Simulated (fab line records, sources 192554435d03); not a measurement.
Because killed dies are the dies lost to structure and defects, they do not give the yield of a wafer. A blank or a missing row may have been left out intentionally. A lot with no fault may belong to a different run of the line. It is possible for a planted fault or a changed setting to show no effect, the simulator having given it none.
Chamber matching | flow n5Finfet | 4 sister chambers for N5_BEOL_M5_ETCH_62 on rieDiel-06
The step etches SOC in N2/H2, target depth 75 nm, overetch 15 nm, time 112.5 s. 4 wafers are shown with their chamber, then 8 later ones without.

== EACH WAFER AND ITS CHAMBER ==
wafer  | chamber | showerheadPlenumPTorr (Torr)
L084.1 | 0       | 2.46
L084.5 | 2       | 2.51
L084.6 | 1       | 2.57
L088.2 | 3       | 2.66

== WAFERS WITHOUT THEIR CHAMBER ==
wafer  | showerheadPlenumPTorr (Torr)
L088.5 | 2.57
L088.6 | 2.46
L091.1 | 2.51
L091.3 | 2.66
L091.4 | 2.57
L096.1 | 2.51
L096.2 | 2.56
L096.4 | 2.66

== THE CHAMBER EACH PASSED THROUGH ==
wafer  | from the rows above | in truth
L088.5 | 1                   | 1
L088.6 | 0                   | 0
L091.1 | 2                   | 2
L091.3 | 3                   | 3
L091.4 | 1                   | 1
L096.1 | 2                   | 2
L096.2 | 1                   | 1
L096.4 | 3                   | 3
8 of 8 placed correctly. Left unplaced by these rows: 0. Wrongly placed: 0.
How it was worked out, from the rows above alone: a wafer's distance from a chamber is the root of the sum, over the readings, of the square of ((its reading less the chamber's mean) divided by the reading's scatter). The wafer belongs to the nearest chamber; if the next one is less than 2 further off, it can't be placed. The mean given for a chamber averages the wafers shown for that chamber. The scatter: root of mean squared gap, hidden wafer to nearest shown wafer, with one shown wafer a chamber.
